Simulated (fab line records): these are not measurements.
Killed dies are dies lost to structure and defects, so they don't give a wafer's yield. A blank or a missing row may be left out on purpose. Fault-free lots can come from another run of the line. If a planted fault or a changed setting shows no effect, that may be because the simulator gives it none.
One fault through the eyes of 3 desks	flow nand-harc	numbers are kept per desk, each desk with only its own; the story behind them comes last

== TOOL OWNER'S DESK, ald-sin-02 ==
The tool's own readings at NHARC_P_GATE_ALD_36 (deposits SiNx, target thk 20 nm, pulse time 60 s, ald cycles 223): means of the sampled wafers that have a number, for each lot that ran on this tool. A lot is out of limits, marked OUT, if its mean lies more than 4 standard deviations from the usual mean; the brackets give that distance.
Columns: A = heater-power-w at NHARC_P_GATE_ALD_36, usual 803 W; B = precursor-pulse-height-rel at NHARC_P_GATE_ALD_36, usual 1.002
lot	first seen here	A	B
L998	day 5 18:25	867	1.004
L107	day 9 12:49	785	1.006
L115	day 13 01:42	822	1.005
L118	day 14 05:48	826	0.999
This desk's verdict: no lot among the 4 shows anything out of limits.

== FROM THE METROLOGY DESK ==
What the gauges read for every lot (on any tool): the sampled wafers with a number, averaged. A lot is out of limits, marked OUT, if its mean lies more than 4 standard deviations from the usual mean; the brackets give that distance.
Columns: A = cd-nm at NHARC_P_CONTACT_CD_MEAS_12, usual 89.6 nm
lot	first seen here	A
L998	day 6 11:53	89.4
L103	day 9 00:15	89.9
L107	day 10 07:00	90.0
L110	day 12 01:33	90.3
L111	day 12 02:35	90.1
L113	day 13 03:10	87.9
L114	day 13 04:54	89.0
L115	day 13 20:27	89.8
L116	day 14 08:33	89.9
L117	day 14 14:35	90.0
L118	day 15 01:49	89.6
L119	day 15 12:43	90.1
This desk's verdict: no lot among the 12 shows anything out of limits.

== THE DEFECT DESK ==
Counts from the inspections along the route, per lot, as means over the sampled wafers that have a number. A lot is out of limits, marked OUT, if its mean lies more than 4 standard deviations from the usual mean; the brackets give that distance.
Columns: A = raw-defect-count at NHARC_P_GATE_INSPECT_68, usual 195
lot	first seen here	A
L998	day 6 10:16	219
L103	day 8 22:38	288
L107	day 10 05:22	663 (+7.5) OUT
L110	day 11 23:57	109
L111	day 12 00:59	308
L113	day 13 01:32	157
L114	day 13 03:18	198
L115	day 13 18:49	266
L116	day 14 06:55	193
L117	day 14 12:52	156
L118	day 15 00:11	216
L119	day 15 11:07	167
This desk's finding: out of limits on L107; first on L107, day 10 05:22 (raw-defect-count at NHARC_P_GATE_INSPECT_68). In limits: L998, L103, L110, L111, L113, L114, L115, L116, L117, L118, L119.

== BROUGHT TOGETHER ==
The defect desk could have raised an alarm at day 10 05:22, on L107.
The tool owner's desk saw nothing out of limits.
Nothing out of limits was seen by the metrology desk.
On record at the tool owner's desk: L107, within its limits.
The metrology desk has L107 on record, within its limits.
NHARC_P_GATE_ALD_36 was run on ald-sin-02 by each of the lots named.

== WHAT WAS PUT IN BY THE SIMULATOR ==
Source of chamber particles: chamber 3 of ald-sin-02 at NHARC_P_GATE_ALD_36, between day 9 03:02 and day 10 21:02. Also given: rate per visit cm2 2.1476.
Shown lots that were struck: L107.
Hours from the fault's start to each desk's first reading out of limits: the defect desk, 26.
